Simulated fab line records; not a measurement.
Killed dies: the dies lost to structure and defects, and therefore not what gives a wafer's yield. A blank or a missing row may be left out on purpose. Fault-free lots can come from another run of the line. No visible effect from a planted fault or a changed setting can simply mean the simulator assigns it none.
Split-lot experiment / flow n5_finfet / route with 1938 steps; 7 lots, 21 wafers read

## SPLIT DETAILS
At N5_BEOL_M14_PEB_26 (peb time 90 s), the setting peb_temp_c was moved away from the recipe's 130 C on 5 of the 21 wafers read, by -2.2% to +1.0%. This setting was run at the recipe's value on the other wafers.

## FROM THE SPLIT TO THE READING: what the file shows between them, 2 steps
- N5_BEOL_M14_DEVELOP_27: develop time 45 s
- N5_BEOL_M14_HARDBAKE_32: time 120 s

## THE READING
cd_nm (nm) at N5_BEOL_M14_CD_MEAS_28, where the cd target is 284.4 nm. Typical for fault-free wafers on this fab line: 284.4 nm, with standard deviation 1.6 nm.

wafer=L076.2; tool, chamber at the split=litho_track-03, 0; peb_temp_c as run, C=131.3; against the recipe=+1.0%; cd_nm, nm=291.1; against lot-mates on the recipe=+7.2
wafer=L076.3; tool, chamber at the split=litho_track-03, 0; peb_temp_c as run, C=130; against the recipe=recipe; cd_nm, nm=284.5; against lot-mates on the recipe=-
wafer=L076.4; tool, chamber at the split=litho_track-03, 0; peb_temp_c as run, C=130; against the recipe=recipe; cd_nm, nm=283.2; against lot-mates on the recipe=-
wafer=L078.2; tool, chamber at the split=litho_track-02, 0; peb_temp_c as run, C=130; against the recipe=recipe; cd_nm, nm=283.9; against lot-mates on the recipe=-
wafer=L078.3; tool, chamber at the split=litho_track-02, 0; peb_temp_c as run, C=130; against the recipe=recipe; cd_nm, nm=283.8; against lot-mates on the recipe=-
wafer=L078.5; tool, chamber at the split=litho_track-02, 0; peb_temp_c as run, C=130; against the recipe=recipe; cd_nm, nm=284.6; against lot-mates on the recipe=-
wafer=L080.1; tool, chamber at the split=litho_track-05, 0; peb_temp_c as run, C=130; against the recipe=recipe; cd_nm, nm=286.9; against lot-mates on the recipe=-
wafer=L080.2; tool, chamber at the split=litho_track-05, 0; peb_temp_c as run, C=130; against the recipe=recipe; cd_nm, nm=287.3; against lot-mates on the recipe=-
wafer=L080.3; tool, chamber at the split=litho_track-05, 0; peb_temp_c as run, C=127.8; against the recipe=-1.7%; cd_nm, nm=276.1; against lot-mates on the recipe=-11.0
wafer=L083.1; tool, chamber at the split=litho_track-03, 0; peb_temp_c as run, C=130; against the recipe=recipe; cd_nm, nm=285.6; against lot-mates on the recipe=-
wafer=L083.3; tool, chamber at the split=litho_track-03, 0; peb_temp_c as run, C=130; against the recipe=recipe; cd_nm, nm=285.7; against lot-mates on the recipe=-
wafer=L083.6; tool, chamber at the split=litho_track-03, 0; peb_temp_c as run, C=127.7; against the recipe=-1.8%; cd_nm, nm=273.2; against lot-mates on the recipe=-12.4
wafer=L084.2; tool, chamber at the split=litho_track-05, 0; peb_temp_c as run, C=130; against the recipe=recipe; cd_nm, nm=286.0; against lot-mates on the recipe=-
wafer=L084.3; tool, chamber at the split=litho_track-05, 0; peb_temp_c as run, C=130; against the recipe=recipe; cd_nm, nm=283.9; against lot-mates on the recipe=-
wafer=L084.4; tool, chamber at the split=litho_track-05, 0; peb_temp_c as run, C=127.1; against the recipe=-2.2%; cd_nm, nm=269.8; against lot-mates on the recipe=-15.1
wafer=L086.2; tool, chamber at the split=litho_track-05, 0; peb_temp_c as run, C=130; against the recipe=recipe; cd_nm, nm=281.7; against lot-mates on the recipe=-
wafer=L086.4; tool, chamber at the split=litho_track-05, 0; peb_temp_c as run, C=130; against the recipe=recipe; cd_nm, nm=279.8; against lot-mates on the recipe=-
wafer=L086.6; tool, chamber at the split=litho_track-05, 0; peb_temp_c as run, C=128; against the recipe=-1.5%; cd_nm, nm=272.4; against lot-mates on the recipe=-8.4
wafer=L097.3; tool, chamber at the split=litho_track-03, 0; peb_temp_c as run, C=130; against the recipe=recipe; cd_nm, nm=282.0; against lot-mates on the recipe=-
wafer=L097.5; tool, chamber at the split=litho_track-03, 0; peb_temp_c as run, C=130; against the recipe=recipe; cd_nm, nm=281.7; against lot-mates on the recipe=-
wafer=L097.6; tool, chamber at the split=litho_track-03, 0; peb_temp_c as run, C=130; against the recipe=recipe; cd_nm, nm=284.0; against lot-mates on the recipe=-

FIT RESULTS
A straight line over all 21 wafers: cd_nm changes by +6.26 nm for each +1% of peb_temp_c; r = +0.93; the points scatter about the line by 2 nm.
The same after taking each lot's own level away (the mean of its wafers on the recipe; 21 wafers): +6.63 nm for each +1%; r = +0.99; scatter 0.82 nm.
Per that fit: largest peb_temp_c move, reading shift of 15 nm.
The lots' own levels span 280.75 to 287.10 nm, that is 4.0 times the standard deviation above.
Consequently the slope shifts little with the lot-to-lot level, the two slopes agreeing.
Check: for one of the wafers moved furthest among these (-2.2%), held out of the fit, the line's prediction against its lot-mates is -14.5 nm. It came out at -15.1 nm against them.

## THESE WAFERS: OTHER SPLITS
Note: prior to the reading, these wafers also went through further splits. Each is held against what the fit with the lots' levels taken away leaves over:
other split on the same wafers=N5_BEOL_M8_ETCH_65 source_w; wafers away from the commonest value=8; r with cd_nm (lot level and that fit taken away)=-0.09
other split on the same wafers=N5_BEOL_M9_PECVD_70 time_s; wafers away from the commonest value=10; r with cd_nm (lot level and that fit taken away)=+0.10
other split on the same wafers=N5_BEOL_M9_COAT_60 spin_rpm; wafers away from the commonest value=7; r with cd_nm (lot level and that fit taken away)=+0.27
other split on the same wafers=N5_BEOL_M10_ETCH_62 time_s; wafers away from the commonest value=11; r with cd_nm (lot level and that fit taken away)=+0.25
other split on the same wafers=N5_BEOL_M10_EXPOSE_25 dose_mj; wafers away from the commonest value=3; r with cd_nm (lot level and that fit taken away)=-0.03
other split on the same wafers=N5_BEOL_M11_HM_DEP_02 target_thk_a; wafers away from the commonest value=4; r with cd_nm (lot level and that fit taken away)=-0.20
other split on the same wafers=N5_BEOL_M11_ETCH_41 time_s; wafers away from the commonest value=7; r with cd_nm (lot level and that fit taken away)=+0.24

## THE WHOLE CHAIN: every reading that the file lists as answering this split, in the file's order
step=N5_BEOL_M14_CD_MEAS_28; what it does=target cd 284.4 nm; reading=cd_nm; change (the file's fit)=+6.6 nm for each +1% of the setting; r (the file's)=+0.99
step=N5_BEOL_M14_DESCUM_33; what it does=chemistry O2, time 7.9 s; reading=BEOL_M14.cd_nm (the simulator's own value, which no gauge read); change (the file's fit)=+6.64 nm for each +1% of the setting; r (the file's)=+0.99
step=N5_BEOL_M14_ETCH_67; what it does=etches SiARC in CF4, target depth 143 nm, time 238.3 s; reading=BEOL_M14.cd_nm (the simulator's own value, which no gauge read); change (the file's fit)=+6.76 nm for each +1% of the setting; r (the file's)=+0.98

## THE FILE'S OWN FIT
cd_nm changes by +6.6 nm for each +1% of peb_temp_c, r = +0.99.
